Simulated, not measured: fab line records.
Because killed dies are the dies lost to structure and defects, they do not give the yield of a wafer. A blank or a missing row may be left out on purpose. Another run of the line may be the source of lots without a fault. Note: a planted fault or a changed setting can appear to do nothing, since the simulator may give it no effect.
Matching of chambers | flow nand harc | NHARC_A_CHANNEL_HOLE_D2_DESCUM_15 on rie diel-04 has 4 sister chambers
The step chemistry O2, time 3 s. 4 wafers are shown with their chamber, then 7 later ones without.

## EACH WAFER AND ITS CHAMBER
wafer  | chamber | oes product au (a.u.)
L633.2 | 3       | 0.996
L642.4 | 1       | 1.001
L643.1 | 0       | 1.005
L643.2 | 2       | 1.003

## WAFERS WITHOUT THEIR CHAMBER
wafer  | oes product au (a.u.)
L643.6 | 1.001
L646.1 | 1.010
L646.2 | 1.013
L646.4 | 1.016
L649.1 | 1.012
L649.4 | 1.023
L649.5 | 0.999

## WHICH CHAMBER EACH WENT THROUGH
wafer  | from the rows above               | in truth
L643.6 | can't be placed: 1 or 2 or 0 or 3 | 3
L646.1 | can't be placed: 0 or 2 or 1 or 3 | 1
L646.2 | can't be placed: 0 or 2 or 1 or 3 | 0
L646.4 | can't be placed: 0 or 2 or 1 or 3 | 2
L649.1 | can't be placed: 0 or 2 or 1 or 3 | 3
L649.4 | can't be placed: 0 or 2 or 1 or 3 | 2
L649.5 | can't be placed: 1 or 3 or 2 or 0 | 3
Correct placement for 0 of the 7. From these rows, 7 cannot be placed; in 7 the true chamber is one of the candidates. Number placed wrongly: 0.
How it was worked out, from the rows above alone: a wafer's distance from a chamber is the root of the sum, over the readings, of the square of ((its reading less the chamber's mean) divided by the reading's scatter). The wafer belongs to the nearest chamber; if the next one is less than 2 further off, it can't be placed. Each chamber's mean is taken over the wafers shown for it. The scatter: with one shown wafer a chamber, the root of the mean of the squares of how far each hidden wafer lies from its nearest shown one.
